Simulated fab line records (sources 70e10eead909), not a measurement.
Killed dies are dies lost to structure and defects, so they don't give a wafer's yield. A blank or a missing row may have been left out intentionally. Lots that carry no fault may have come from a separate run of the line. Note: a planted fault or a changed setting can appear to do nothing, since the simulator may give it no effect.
Shared-tool check / flow nand_harc / 1 lot, 3 wafers sampled

== WHAT PROMPTED THE OPENING ==
At NHARC_END_SORT_01 the reading killed_at_periphery is flagged on 1 of 1 lot. Fault-free wafers read 3.5, with a standard deviation of 3.
Rule: a lot is flagged when every wafer of it that has a number lies more than 4 standard deviations from that mean, or none has a number. The other lots count as sound.

lot=L170; measured=day 28 03:13; on=prober-02; killed_at_periphery, wafer by wafer=595 589 599; flag=FLAGGED
The numbers of the flagged lots are 594.3 on average: +590.8 against the usual, or +99 or more standard deviations.

== LOT BY LOT: THE TOOL USED ==
The record holds 4 process steps before the reading, out of a route of 1302 steps. Cell contents, in order: the tool; ch with the chambers the sampled wafers went through; the start.
lot=L170; flag=FLAGGED; NHARC_P_GATE_HM_OPEN_105=rie_diel-02 ch 2,3, day 8 10:17 or earlier; NHARC_P_GATE_ETCH_32=rie_si-02 ch 1,2, day 8 10:17; NHARC_P_GATE_ETCHBACK_37=rie_diel-02 ch 0,1,2, day 8 23:04 or earlier; NHARC_P_GATE_EXPOSE_56=krf_scanner-01 ch 0, day 8 23:04
These steps, and what they do:
- NHARC_P_GATE_HM_OPEN_105: chemistry O2/COS, target depth 360 nm.
- NHARC_P_GATE_ETCH_32: etches the open film in HBr/Cl2, target depth 150 nm, time 100.1 s.
- NHARC_P_GATE_ETCHBACK_37: etches the open film in CHF3/O2, target depth 34.5 nm, time 17.2 s.
- NHARC_P_GATE_EXPOSE_56: exposes mask P PSD, target cd 720 nm.
- NHARC_END_SORT_01

== FLAGGED AGAINST TOTAL, ONE TOOL AT A TIME (gauges that did the reading follow at the end) ==
step=NHARC_P_GATE_HM_OPEN_105; tool=rie_diel-02; lots run=1; flagged=1; share of the flagged lots=all; sound lots run after its first flagged lot=0
step=NHARC_P_GATE_ETCH_32; tool=rie_si-02; lots run=1; flagged=1; share of the flagged lots=all; sound lots run after its first flagged lot=0
step=NHARC_P_GATE_ETCHBACK_37; tool=rie_diel-02; lots run=1; flagged=1; share of the flagged lots=all; sound lots run after its first flagged lot=0
step=NHARC_P_GATE_EXPOSE_56; tool=krf_scanner-01; lots run=1; flagged=1; share of the flagged lots=all; sound lots run after its first flagged lot=0
step=NHARC_END_SORT_01; tool=prober-02; lots run=1; flagged=1; share of the flagged lots=all; sound lots run after its first flagged lot=0
NHARC_P_GATE_HM_OPEN_105: start missing for some lots; hours and lot order therefore follow NHARC_P_GATE_ETCH_32. NHARC_P_GATE_ETCHBACK_37: start missing for some lots; hours and lot order therefore follow NHARC_P_GATE_EXPOSE_56.

== WHAT IS ALLOWED BY THE TABLE ==
5 rows of the table ran every flagged lot: rie_diel-02 at NHARC_P_GATE_HM_OPEN_105, rie_si-02 at NHARC_P_GATE_ETCH_32, rie_diel-02 at NHARC_P_GATE_ETCHBACK_37, krf_scanner-01 at NHARC_P_GATE_EXPOSE_56, prober-02 at NHARC_END_SORT_01.
- rie_diel-02 at NHARC_P_GATE_HM_OPEN_105: 1 of its 1 lot flagged. Because this sample shows no sound lot run on it before its first flagged lot, the start cannot be pinned down more closely.
- rie_si-02 at NHARC_P_GATE_ETCH_32: 1 of its 1 lot flagged. Because this sample shows no sound lot run on it before its first flagged lot, the start cannot be pinned down more closely.
- rie_diel-02 at NHARC_P_GATE_ETCHBACK_37: 1 of its 1 lot flagged. Because this sample shows no sound lot run on it before its first flagged lot, the start cannot be pinned down more closely.
- krf_scanner-01 at NHARC_P_GATE_EXPOSE_56: 1 of its 1 lot flagged. Because this sample shows no sound lot run on it before its first flagged lot, the start cannot be pinned down more closely.
- prober-02 at NHARC_END_SORT_01: 1 of its 1 lot flagged. Because this sample shows no sound lot run on it before its first flagged lot, the start cannot be pinned down more closely.
These 4 tools cannot be told apart by counting lots, since each of them fits a fault that started at some hour. More lots, or a look at what each step does to the wafer, might.

== WHAT THE SIMULATOR HAD INSERTED ==
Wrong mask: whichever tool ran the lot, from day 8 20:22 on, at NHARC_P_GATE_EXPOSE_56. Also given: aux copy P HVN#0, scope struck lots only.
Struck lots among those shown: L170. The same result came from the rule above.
